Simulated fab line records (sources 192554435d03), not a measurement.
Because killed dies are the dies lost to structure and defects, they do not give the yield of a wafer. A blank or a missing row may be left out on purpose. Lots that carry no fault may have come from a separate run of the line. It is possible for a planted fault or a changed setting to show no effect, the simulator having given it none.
Which of the tools did it? | flow n5-finfet | 24 lots with 72 wafers sampled at 2 steps, on a route of 1938 steps

## WHAT THE GAUGES READ, wafer by wafer
N5_BEOL_M10_OCD_MEAS_38. Usual: trench-depth-nm at 147.5 nm, with a standard deviation of 2.9.
lot  | measured     | on     | trench-depth-nm (nm) | flag
L074 | day 10 03:49 | ocd-02 | 147.2 145.4 144.2    |
L076 | day 10 23:22 | ocd-02 | 143.6 145.5 151.6    |
L077 | day 10 22:50 | ocd-02 | 147.9 146.6 148.3    |
L075 | day 11 10:20 | ocd-02 | 146.6 149.3 147.9    |
L078 | day 11 14:24 | ocd-02 | 141.8 145.9 146.0    |
L080 | day 12 15:05 | ocd-02 | 148.6 148.9 145.8    |
L082 | day 12 16:37 | ocd-01 | 147.2 151.9 151.2    |
L079 | day 12 17:12 | ocd-01 | 145.9 144.4 145.4    |
L081 | day 12 19:34 | ocd-02 | 150.1 148.8 147.8    |
L083 | day 12 22:26 | ocd-01 | 152.7 145.1 147.0    |
L085 | day 13 20:21 | ocd-02 | 142.8 141.5 144.7    |
L084 | day 13 21:02 | ocd-01 | 142.8 148.5 143.2    |
L088 | day 14 03:58 | ocd-01 | 144.9 144.3 146.6    |
L087 | day 14 03:34 | ocd-01 | 144.9 141.3 142.0    |
L089 | day 14 07:11 | ocd-01 | 146.8 148.1 145.8    |
L086 | day 14 07:20 | ocd-01 | 144.2 147.7 150.6    |
L090 | day 14 14:02 | ocd-01 | 147.5 147.9 146.2    |
L091 | day 14 21:42 | ocd-02 | 149.0 147.1 151.2    |
L092 | day 15 06:06 | ocd-01 | 145.6 146.5 144.4    |
L093 | day 15 22:02 | ocd-01 | 153.3 149.2 145.7    |
L095 | day 16 10:32 | ocd-01 | 145.3 148.2 149.2    |
L094 | day 16 12:02 | ocd-01 | 145.7 146.1 154.4    |
L096 | day 16 14:41 | ocd-01 | 146.1 150.8 151.1    |
L097 | day 17 10:25 | ocd-02 | 150.2 147.8 152.2    |

## WHAT TOOL EACH LOT RAN ON (gives the tool, then ch and the chambers of the sampled wafers, and finally the start)
lot  | N5_BEOL_M10_STRIP_19
L074 | rie-diel-02 ch 1,3, day 10 02:33
L076 | rie-diel-01 ch 2,3, day 10 18:13
L077 | rie-diel-02 ch 0,1,2, day 10 19:52
L075 | rie-diel-01 ch 0,1,2, day 11 08:32
L078 | rie-diel-01 ch 0,2,3, day 11 12:25
L080 | rie-diel-02 ch 1,3, day 12 11:51
L082 | rie-diel-02 ch 0,1, day 12 15:41
L079 | rie-diel-06 ch 0,1, day 12 15:58
L081 | rie-diel-01 ch 0,1,3, day 12 18:16
L083 | rie-diel-02 ch 1,2,3, day 12 20:49
L085 | rie-diel-02 ch 0,1, day 13 15:07
L084 | rie-diel-01 ch 1,2,3, day 13 18:27
L088 | rie-diel-02 ch 0,1,2, day 13 23:24
L087 | rie-diel-06 ch 0,3, day 14 00:35
L089 | rie-diel-01 ch 2,3, day 14 04:22
L086 | rie-diel-01 ch 0,1,2, day 14 04:49
L090 | rie-diel-02 ch 0,2, day 14 12:58
L091 | rie-diel-06 ch 1,2, day 14 17:28
L092 | rie-diel-06 ch 1,2,3, day 15 04:19
L093 | rie-diel-01 ch 1,2,3, day 15 18:52
L095 | rie-diel-02 ch 0,3, day 16 07:56
L094 | rie-diel-02 ch 0,1,2, day 16 10:12
L096 | rie-diel-06 ch 0,1,3, day 16 11:30
L097 | rie-diel-06 ch 1,2, day 17 08:12
- N5_BEOL_M10_STRIP_19: strips in O2.

## WHAT THE TOOLS THEMSELVES READ (means of the sampled wafers that have a number; where no wafer has one, the mark that the record gives instead)
N5_BEOL_M10_STRIP_19. Usual: drypump-motor-current-A 5.5 A, standard deviation 0.35; oes-product-au 0.76 a.u., standard deviation 0.08; rf-vpp-V 3.6 V, standard deviation 0.59; showerhead-plenum-p-Torr 2.08 Torr, standard deviation 0.068; throttle-valve-pct 16.84 %, standard deviation 0.24.
lot  | tool        | drypump-motor-current-A (A) | oes-product-au (a.u.) | rf-vpp-V (V) | showerhead-plenum-p-Torr (Torr) | throttle-valve-pct (%) | flag
L074 | rie-diel-02 | 5.1                         | 0.74                  | 4.0          | 2.16                            | 17.05                  |
L076 | rie-diel-01 | 5.7                         | 0.76                  | 3.9          | 2.10                            | 16.86                  |
L077 | rie-diel-02 | 5.6                         | 0.73                  | 3.6          | 2.03                            | 16.87                  |
L075 | rie-diel-01 | 5.7                         | 0.82                  | 4.2          | 2.11                            | 16.72                  |
L078 | rie-diel-01 | 5.7                         | 0.77                  | 3.6          | 2.10                            | 16.85                  |
L080 | rie-diel-02 | 5.2                         | 0.73                  | 3.1          | 2.13                            | 16.93                  |
L082 | rie-diel-02 | 5.8                         | 0.74                  | 3.9          | 2.03                            | 16.69                  |
L079 | rie-diel-06 | 5.2                         | 0.84                  | 3.8          | 2.08                            | 16.69                  |
L081 | rie-diel-01 | 5.7                         | 0.79                  | 3.6          | 2.09                            | 16.75                  |
L083 | rie-diel-02 | 5.2                         | 0.71                  | 3.8          | 2.09                            | 17.08                  |
L085 | rie-diel-02 | 5.5                         | 0.74                  | 3.9          | 2.06                            | 16.76                  |
L084 | rie-diel-01 | 5.7                         | 0.77                  | 4.0          | 2.09                            | 16.80                  |
L088 | rie-diel-02 | 5.5                         | 0.71                  | 3.3          | 2.02                            | 16.90                  |
L087 | rie-diel-06 | 5.7                         | 0.70                  | 3.4          | 2.04                            | 16.96                  |
L089 | rie-diel-01 | 5.6                         | 0.74                  | 3.8          | 2.09                            | 16.92                  |
L086 | rie-diel-01 | 5.7                         | 0.79                  | 3.8          | 2.10                            | 16.76                  |
L090 | rie-diel-02 | 5.9                         | 0.71                  | 3.2          | 1.99                            | 16.87                  |
L091 | rie-diel-06 | 5.2                         | 0.81                  | 3.5          | 2.06                            | 16.57                  |
L092 | rie-diel-06 | 5.4                         | 0.75                  | 3.6          | 2.05                            | 16.71                  |
L093 | rie-diel-01 | 5.7                         | 0.76                  | 3.3          | 2.08                            | 16.84                  |
L095 | rie-diel-02 | 5.4                         | 0.70                  | 3.9          | 2.11                            | 17.10                  |
L094 | rie-diel-02 | 5.5                         | 0.80                  | 3.6          | 2.11                            | 16.81                  |
L096 | rie-diel-06 | 5.4                         | 0.84                  | 3.3          | 2.05                            | 16.70                  |
L097 | rie-diel-06 | 5.1                         | 0.94                  | 3.7          | 2.09                            | 16.41                  |

## THE ANSWER, worked out from the rows above alone
Rule: a lot is off if the mean of its wafers that have a number lies more than 3 standard deviations from the usual mean. Also off: a lot with no number at a reading for which 4 or more lots have one. All remaining lots with rows at the step are treated as sound. The gauges are gone through in route order, then the tools' own readings, and for those a lot's mean is taken as printed above. At the first step where some lot is off, the reading lying furthest off is the one used; lots without a number count as furthest.
Across all readings shown, no lot is off: no conclusion can be drawn from this.

## WHAT THE SIMULATOR HAD PUT IN
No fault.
